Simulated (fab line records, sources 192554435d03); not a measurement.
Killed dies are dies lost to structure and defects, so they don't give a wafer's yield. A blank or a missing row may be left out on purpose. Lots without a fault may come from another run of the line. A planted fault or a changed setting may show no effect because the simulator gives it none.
A struck lot beside a sound one | flow n5_finfet | 22 steps out of a route of 1938
Sound: wafers L505.2, L505.3, L505.5. Struck: wafers L516.3, L516.4, L516.5. The cause comes at the end.
At each step with rows: each side's tool, then ch and its chambers, then its first start. Under that, the readings that differ: sound wafers | struck wafers | difference of the means | sigmas: that difference in standard deviations of wafers without a fault.
alike: readings whose means differ by less than 2 such deviations, and words and numbers that are the same on both sides. not compared: withheld readings, readings that some wafer has no value for, bounds like >300 that may hide the same value, and numbers for which the record gives no deviation and whose values overlap.
The two part at a step that has a row with sigmas, a row that says differs or no value, or rows on one side only. Numbers that don't overlap but have no deviation are shown without sigmas and don't part them. A reading that every wafer of one side lacks parts them only if that side has two wafers or more.

N5_GATE_CUT_CMP_61: polishes, stops on SiNx, t overpolish 3 s.
  sound on cmp-02 ch 0,1,2, day 6 02:07; struck on cmp-03 ch 1,3, day 8 22:16
  alike: motor_current_A
N5_GATE_CUT_INSPECT_26: inspects for defects (darkfield).
  sound on defect_inspect-02, day 6 02:17; struck on defect_inspect-02, day 8 22:28
  alike: raw_defect_count
then, 9 steps without rows for these wafers: N5_MOL_CONTACT_COAG_COAT_103 (time 60 s, resist thk 80 nm); N5_MOL_CONTACT_COAG_COAT_104 (time 60 s, resist thk 12 nm); N5_MOL_CONTACT_COAG_COAT_58 (time 60 s, resist thk 10 nm); N5_MOL_CONTACT_COAG_COAT_02 (resist thk 30 nm); N5_MOL_CONTACT_COAG_EBR_04; N5_MOL_CONTACT_COAG_SOFTBAKE_03 (time 60 s); N5_MOL_CONTACT_COAG_EXPOSE_05 (exposes mask CA, defocus 0 nm); N5_MOL_CONTACT_COAG_PEB_06 (peb time 60 s); N5_MOL_CONTACT_COAG_DEVELOP_07 (develop time 30 s).
N5_MOL_CONTACT_COAG_CD_MEAS_08: target cd 28 nm.
  sound on cd_sem-01 ch 0, day 6 02:43; struck on cd_sem-03 ch 0, day 8 22:53
  reading    | sound             | struck            | difference | sigmas
  cd_nm (nm) | 27.61 27.83 28.11 | 28.94 29.12 29.09 | +1.20      | +6
N5_MOL_CONTACT_COAG_OVL_MEAS_09:
  sound on overlay-02 ch 0, day 6 02:45; struck on overlay-02 ch 0, day 8 22:56
  alike: CA_OVL
N5_MOL_CONTACT_COAG_INSPECT_10: inspects for defects (brightfield).
  sound on defect_inspect-01, day 6 02:48; struck on defect_inspect-02, day 8 22:59
  alike: raw_defect_count
N5_MOL_CONTACT_COAG_DESCUM_13: chemistry O2, time 7 s.
  sound on rie_diel-04 ch 0,3, day 6 02:50; struck on rie_diel-04 ch 0,1,3, day 8 23:01
  alike: drypump_motor_current_A, oes_product_au, rf_vpp_V, showerhead_plenum_p_Torr, throttle_valve_pct
  not compared: rf_hours_counter_h
N5_MOL_CONTACT_COAG_ETCH_59: etches underlayer in N2/H2, target depth 13 nm, time 10.4 s.
  sound on rie_diel-04 ch 0,3, day 6 02:52; struck on rie_diel-04 ch 0,1,3, day 8 23:02
  alike: drypump_motor_current_A, etch_rf_on_time_s, oes_product_au, rf_vpp_V, showerhead_plenum_p_Torr, throttle_valve_pct
  not compared: rf_hours_counter_h
N5_MOL_CONTACT_COAG_ETCH_105: etches SiARC in CF4, target depth 15.6 nm, time 26 s.
  sound on rie_diel-04 ch 0,3, day 6 02:53; struck on rie_diel-04 ch 0,1,3, day 8 23:04
  alike: drypump_motor_current_A, etch_rf_on_time_s, oes_product_au, rf_vpp_V, showerhead_plenum_p_Torr, throttle_valve_pct
  not compared: rf_hours_counter_h
N5_MOL_CONTACT_COAG_ETCH_106: etches SOC in N2/H2, target depth 80 nm, overetch 16 nm, time 120 s.
  sound on rie_diel-04 ch 0,3, day 6 02:55; struck on rie_diel-04 ch 0,1,3, day 8 23:05
  alike: drypump_motor_current_A, oes_product_au, rf_vpp_V, showerhead_plenum_p_Torr, throttle_valve_pct
  not compared: rf_hours_counter_h
then, 2 steps without rows for these wafers: N5_MOL_CONTACT_COAG_STRIP_107 (strips in N2/H2); N5_MOL_CONTACT_COAG_STRIP_108 (strips in N2/H2).
N5_MOL_CONTACT_COAG_CONTACT_ETCH_14: etches SiO2 in C4F6/O2, target depth 27.5 nm, overetch 8.5 nm, time 20 s.
  sound on rie_diel-04 ch 0,3, day 6 03:01; struck on rie_diel-04 ch 0,1,3, day 8 23:11
  alike: drypump_motor_current_A, oes_f_703_au, oes_product_au, rf_vpp_V, showerhead_plenum_p_Torr, throttle_valve_pct
  not compared: rf_hours_counter_h, model.MOL_CONTACT_COAG.cd_offset_nm
then, 1 step without rows for these wafers: N5_MOL_CONTACT_COAG_STRIP_109 (strips in C4F6/O2).

WHERE THEY PART
Only at N5_MOL_CONTACT_COAG_CD_MEAS_08, within this record. Later steps at which nothing parts them and some readings are alike: N5_MOL_CONTACT_COAG_OVL_MEAS_09, N5_MOL_CONTACT_COAG_INSPECT_10, N5_MOL_CONTACT_COAG_DESCUM_13, N5_MOL_CONTACT_COAG_ETCH_59, N5_MOL_CONTACT_COAG_ETCH_105, N5_MOL_CONTACT_COAG_ETCH_106, N5_MOL_CONTACT_COAG_CONTACT_ETCH_14.

WHY: what the simulator had put in
Metrology matching offset: cd_sem-03, from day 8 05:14 on, at N5_MOL_CONTACT_COAG_CD_MEAS_08. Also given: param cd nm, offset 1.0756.
